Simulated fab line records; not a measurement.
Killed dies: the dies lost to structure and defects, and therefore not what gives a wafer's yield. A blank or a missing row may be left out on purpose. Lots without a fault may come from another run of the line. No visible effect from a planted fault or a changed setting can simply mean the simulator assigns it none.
What tool caused it? / flow nandHarc / 14 lots, 42 wafers sampled, at 4 steps of a route of 1159

## WHAT THE GAUGES READ, wafer by wafer
NHARC_P_M1_INSPECT_27.
lot=L473; measured=day 6 12:02; on=defectInspect-02; rawDefectCount=166 465 328
lot=L474; measured=day 6 12:38; on=defectInspect-02; rawDefectCount=270 400 319
lot=L476; measured=day 6 20:54; on=defectInspect-02; rawDefectCount=326 242 267
lot=L477; measured=day 7 02:47; on=defectInspect-01; rawDefectCount=349 225 289
lot=L480; measured=day 7 17:24; on=defectInspect-02; rawDefectCount=499 379 489
lot=L479; measured=day 7 18:40; on=defectInspect-01; rawDefectCount=228 294 211
lot=L481; measured=day 8 09:32; on=defectInspect-02; rawDefectCount=175 206 128
lot=L482; measured=day 8 10:01; on=defectInspect-01; rawDefectCount=418 349 262
lot=L487; measured=day 9 09:00; on=defectInspect-02; rawDefectCount=154 298 346
lot=L485; measured=day 9 10:06; on=defectInspect-02; rawDefectCount=352 360 307
lot=L486; measured=day 9 10:47; on=defectInspect-02; rawDefectCount=221 251 236
lot=L488; measured=day 10 09:29; on=defectInspect-02; rawDefectCount=198 196 192
lot=L495; measured=day 11 14:44; on=defectInspect-02; rawDefectCount=448 340 255
lot=L496; measured=day 11 15:03; on=defectInspect-02; rawDefectCount=304 445 225

NHARC_P_M2_CD_MEAS_09: the cd target is 170 nm.
lot=L473; measured=day 6 13:24; on=cdSem-03; cdNm (nm)=169.1 168.4 169.2
lot=L474; measured=day 6 14:01; on=cdSem-03; cdNm (nm)=170.2 170.6 172.2
lot=L476; measured=day 6 22:18; on=cdSem-01; cdNm (nm)=168.4 169.6 168.5
lot=L477; measured=day 7 04:02; on=cdSem-02; cdNm (nm)=168.9 169.4 168.4
lot=L480; measured=day 7 18:46; on=cdSem-03; cdNm (nm)=172.3 170.3 170.9
lot=L479; measured=day 7 20:04; on=cdSem-03; cdNm (nm)=170.0 170.3 169.0
lot=L481; measured=day 8 10:49; on=cdSem-01; cdNm (nm)=169.6 169.2 170.2
lot=L482; measured=day 8 11:16; on=cdSem-02; cdNm (nm)=169.9 169.1 169.4
lot=L487; measured=day 9 10:23; on=cdSem-01; cdNm (nm)=169.2 169.0 169.3
lot=L485; measured=day 9 11:26; on=cdSem-02; cdNm (nm)=140.9 141.4 140.7
lot=L486; measured=day 9 12:04; on=cdSem-03; cdNm (nm)=147.5 147.9 148.2
lot=L488; measured=day 10 10:52; on=cdSem-03; cdNm (nm)=168.6 168.5 168.8
lot=L495; measured=day 11 16:28; on=cdSem-01; cdNm (nm)=168.7 169.7 169.4
lot=L496; measured=day 11 16:30; on=cdSem-01; cdNm (nm)=171.1 170.5 171.0

## EACH LOT AND THE TOOL THAT RAN IT (in order: tool; ch and the chambers of the sampled wafers; start)
lot=L473; NHARC_P_M1_DESCUM_14=rieDiel-03 ch 0,1,2, day 6 09:26; NHARC_P_M2_EXPOSE_06=arfiScanner-02 ch 0, day 6 13:16
lot=L474; NHARC_P_M1_DESCUM_14=rieDiel-03 ch 0,1, day 6 10:04; NHARC_P_M2_EXPOSE_06=arfiScanner-03 ch 0, day 6 13:53
lot=L476; NHARC_P_M1_DESCUM_14=rieDiel-11 ch 0,1, day 6 18:20; NHARC_P_M2_EXPOSE_06=arfiScanner-02 ch 0, day 6 22:10
lot=L477; NHARC_P_M1_DESCUM_14=rieDiel-03 ch 0,2,3, day 7 00:08; NHARC_P_M2_EXPOSE_06=arfiScanner-01 ch 0, day 7 03:53
lot=L480; NHARC_P_M1_DESCUM_14=rieDiel-11 ch 1,2, day 7 14:44; NHARC_P_M2_EXPOSE_06=arfiScanner-01 ch 0, day 7 18:37
lot=L479; NHARC_P_M1_DESCUM_14=rieDiel-03 ch 0,1,3, day 7 15:57; NHARC_P_M2_EXPOSE_06=arfiScanner-03 ch 0, day 7 19:55
lot=L481; NHARC_P_M1_DESCUM_14=rieDiel-03 ch 1,2,3, day 8 06:45; NHARC_P_M2_EXPOSE_06=arfiScanner-03 ch 0, day 8 10:40
lot=L482; NHARC_P_M1_DESCUM_14=rieDiel-11 ch 1,2,3, day 8 07:27; NHARC_P_M2_EXPOSE_06=arfiScanner-03 ch 0, day 8 11:08
lot=L487; NHARC_P_M1_DESCUM_14=rieDiel-05 ch 0,2,3, day 9 06:26; NHARC_P_M2_EXPOSE_06=arfiScanner-01 ch 0, day 9 10:14
lot=L485; NHARC_P_M1_DESCUM_14=rieDiel-05 ch 0,2,3, day 9 07:32; NHARC_P_M2_EXPOSE_06=arfiScanner-01 ch 0, day 9 11:17
lot=L486; NHARC_P_M1_DESCUM_14=rieDiel-11 ch 0,1,2, day 9 08:13; NHARC_P_M2_EXPOSE_06=arfiScanner-01 ch 0, day 9 11:56
lot=L488; NHARC_P_M1_DESCUM_14=rieDiel-05 ch 0,3, day 10 06:47; NHARC_P_M2_EXPOSE_06=arfiScanner-03 ch 0, day 10 10:43
lot=L495; NHARC_P_M1_DESCUM_14=rieDiel-11 ch 1,2,3, day 11 11:43; NHARC_P_M2_EXPOSE_06=arfiScanner-03 ch 0, day 11 16:19
lot=L496; NHARC_P_M1_DESCUM_14=rieDiel-03 ch 1,2,3, day 11 12:15; NHARC_P_M2_EXPOSE_06=arfiScanner-03 ch 0, day 11 16:21
- NHARC_P_M1_DESCUM_14: chemistry O2, time 3 s.
- NHARC_P_M2_EXPOSE_06: exposes mask P M2, target cd 170 nm.

## WHAT THE TOOLS THEMSELVES READ (means of the sampled wafers that have a number; where no wafer has one, the mark that the record gives instead)
NHARC_P_M1_DESCUM_14.
lot=L473; tool=rieDiel-03; drypumpMotorCurrentA (A)=5.8; oesProductAu (a.u.)=0.987; rfVppV (V)=57.2; showerheadPlenumPTorr (Torr)=1.92; throttleValvePct (%)=11.310
lot=L474; tool=rieDiel-03; drypumpMotorCurrentA (A)=6.0; oesProductAu (a.u.)=0.986; rfVppV (V)=56.8; showerheadPlenumPTorr (Torr)=1.96; throttleValvePct (%)=11.302
lot=L476; tool=rieDiel-11; drypumpMotorCurrentA (A)=5.3; oesProductAu (a.u.)=1.009; rfVppV (V)=57.8; showerheadPlenumPTorr (Torr)=1.96; throttleValvePct (%)=11.319
lot=L477; tool=rieDiel-03; drypumpMotorCurrentA (A)=6.0; oesProductAu (a.u.)=0.983; rfVppV (V)=57.2; showerheadPlenumPTorr (Torr)=1.89; throttleValvePct (%)=11.302
lot=L480; tool=rieDiel-11; drypumpMotorCurrentA (A)=5.3; oesProductAu (a.u.)=1.016; rfVppV (V)=57.7; showerheadPlenumPTorr (Torr)=1.95; throttleValvePct (%)=11.321
lot=L479; tool=rieDiel-03; drypumpMotorCurrentA (A)=5.8; oesProductAu (a.u.)=1.000; rfVppV (V)=57.9; showerheadPlenumPTorr (Torr)=1.90; throttleValvePct (%)=11.320
lot=L481; tool=rieDiel-03; drypumpMotorCurrentA (A)=5.6; oesProductAu (a.u.)=0.987; rfVppV (V)=57.9; showerheadPlenumPTorr (Torr)=1.87; throttleValvePct (%)=11.318
lot=L482; tool=rieDiel-11; drypumpMotorCurrentA (A)=5.4; oesProductAu (a.u.)=1.015; rfVppV (V)=58.6; showerheadPlenumPTorr (Torr)=1.95; throttleValvePct (%)=11.309
lot=L487; tool=rieDiel-05; drypumpMotorCurrentA (A)=5.8; oesProductAu (a.u.)=1.009; rfVppV (V)=58.4; showerheadPlenumPTorr (Torr)=1.94; throttleValvePct (%)=11.318
lot=L485; tool=rieDiel-05; drypumpMotorCurrentA (A)=5.8; oesProductAu (a.u.)=1.007; rfVppV (V)=57.6; showerheadPlenumPTorr (Torr)=1.94; throttleValvePct (%)=11.308
lot=L486; tool=rieDiel-11; drypumpMotorCurrentA (A)=5.4; oesProductAu (a.u.)=0.995; rfVppV (V)=57.7; showerheadPlenumPTorr (Torr)=1.97; throttleValvePct (%)=11.300
lot=L488; tool=rieDiel-05; drypumpMotorCurrentA (A)=5.4; oesProductAu (a.u.)=1.006; rfVppV (V)=58.7; showerheadPlenumPTorr (Torr)=2.02; throttleValvePct (%)=11.304
lot=L495; tool=rieDiel-11; drypumpMotorCurrentA (A)=5.4; oesProductAu (a.u.)=1.004; rfVppV (V)=57.5; showerheadPlenumPTorr (Torr)=1.95; throttleValvePct (%)=11.316
lot=L496; tool=rieDiel-03; drypumpMotorCurrentA (A)=5.5; oesProductAu (a.u.)=0.994; rfVppV (V)=58.0; showerheadPlenumPTorr (Torr)=1.87; throttleValvePct (%)=11.303

NHARC_P_M2_EXPOSE_06.
lot=L473 tool=arfiScanner-02 exposureDoseMJCm2=80.82
lot=L474 tool=arfiScanner-03 exposureDoseMJCm2=80.72
lot=L476 tool=arfiScanner-02 exposureDoseMJCm2=80.86
lot=L477 tool=arfiScanner-01 exposureDoseMJCm2=80.71
lot=L480 tool=arfiScanner-01 exposureDoseMJCm2=80.73
lot=L479 tool=arfiScanner-03 exposureDoseMJCm2=80.71
lot=L481 tool=arfiScanner-03 exposureDoseMJCm2=80.67
lot=L482 tool=arfiScanner-03 exposureDoseMJCm2=80.66
lot=L487 tool=arfiScanner-01 exposureDoseMJCm2=80.71
lot=L485 tool=arfiScanner-01 exposureDoseMJCm2=49.56
lot=L486 tool=arfiScanner-01 exposureDoseMJCm2=55.70
lot=L488 tool=arfiScanner-03 exposureDoseMJCm2=80.75
lot=L495 tool=arfiScanner-03 exposureDoseMJCm2=80.63
lot=L496 tool=arfiScanner-03 exposureDoseMJCm2=80.76

## THE ANSWER, worked out from the rows above alone
Rule: the lots themselves supply what counts as usual. The widest of any qualifying gaps counts: lots, ordered by their means at a reading, are off when they make up no more than a third of the lots, leave a main group of 4 or more, and stand apart from it by 3 or more times the standard deviation of that group's means. The tables above print the reading to a certain number of digits; a main group whose means all agree to those digits is not used. Also off: a lot with no number at a reading for which 4 or more lots have one. The other lots that the step has rows for count as sound. Order of review: gauges by route order, followed by the tools' own readings, for which a lot's mean as printed above is used. The first step at which some lot is off is used, and at that step the reading that is off furthest; a lot without a number counts as furthest.
Off at NHARC_P_M2_CD_MEAS_09 (cdNm): L485, L486. Mean 169.6 nm and standard deviation 0.86 in the main group.
If a tool, at a process step before that reading, ran all the lots that are off and no sound lot after the first of them, it fits. The gauges at NHARC_P_M2_CD_MEAS_09 aren't tried: what is off there is off at NHARC_P_M2_EXPOSE_06 too, on other tools, and a gauge's error can't cause that. One candidate fits, namely arfiScanner-01 at NHARC_P_M2_EXPOSE_06. Its last sound lot is L487 (day 9 10:14), its first lot that is off L485 (day 9 11:17): a fault that began between those two fits.
The tool's own readings at NHARC_P_M2_EXPOSE_06 bear it out: on the lots that are off they differ by more than 5 times the standard deviation of the sound lots' means. exposureDoseMJCm2 reads 52.63 there against 80.73 on the sound lots.

## WHAT WAS PUT IN BY THE SIMULATOR
Drift in process parameters on arfiScanner-01 at NHARC_P_M2_EXPOSE_06, starting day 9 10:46. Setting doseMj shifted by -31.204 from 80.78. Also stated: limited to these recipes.
Shown lots that were struck: L485, L486. Same finding as the rule above.
